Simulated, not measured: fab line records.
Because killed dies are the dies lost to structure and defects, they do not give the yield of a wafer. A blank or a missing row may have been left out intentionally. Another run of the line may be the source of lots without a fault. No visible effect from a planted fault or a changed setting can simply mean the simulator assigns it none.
What tool caused it? | flow nand_harc | 7 lots, 21 wafers sampled, at 1 step of a route of 1302

WHAT THE GAUGES SHOWED, per wafer
NHARC_A_SLIT_CD_MEAS_21.
lot  | measured     | on        | cd_nm (nm)
L825 | day 20 13:46 | cd_sem-02 | 289.1 289.9 289.2
L828 | day 21 02:43 | cd_sem-02 | 289.5 289.8 290.2
L829 | day 22 01:10 | cd_sem-03 | 290.3 289.8 290.1
L832 | day 23 13:28 | cd_sem-03 | 290.0 290.4 291.0
L839 | day 25 23:56 | cd_sem-02 | 291.1 291.9 292.1
L842 | day 27 18:19 | cd_sem-01 | 290.7 290.1 289.1
L847 | day 30 06:22 | cd_sem-02 | 290.3 289.1 289.8

WHAT TOOL EACH LOT RAN ON (gives the tool, then ch and the chambers of the sampled wafers, and finally the start)
Record: no process step prior to these readings.

THE ANSWER, worked out from the rows above alone
Rule: usual is defined by the lots themselves. The widest of any qualifying gaps counts: lots, ordered by their means at a reading, are off when they make up no more than a third of the lots, leave a main group of 4 or more, and stand apart from it by 3 or more times the standard deviation of that group's means. A main group whose means are all the same, to the digits that the tables above print for the reading, isn't used. Also off: a lot with no number at a reading for which 4 or more lots have one. The other lots that the step has rows for count as sound.
Off: L839 (NHARC_A_SLIT_CD_MEAS_21, cd_nm). For the main group the mean is 289.9 nm and the standard deviation 0.33.
If a tool, at a process step before that reading, ran all the lots that are off and no sound lot after the first of them, it fits. The gauges at NHARC_A_SLIT_CD_MEAS_21 are tried like those tools. Of those tried, none fits.

WHAT THE SIMULATOR HAD PUT IN
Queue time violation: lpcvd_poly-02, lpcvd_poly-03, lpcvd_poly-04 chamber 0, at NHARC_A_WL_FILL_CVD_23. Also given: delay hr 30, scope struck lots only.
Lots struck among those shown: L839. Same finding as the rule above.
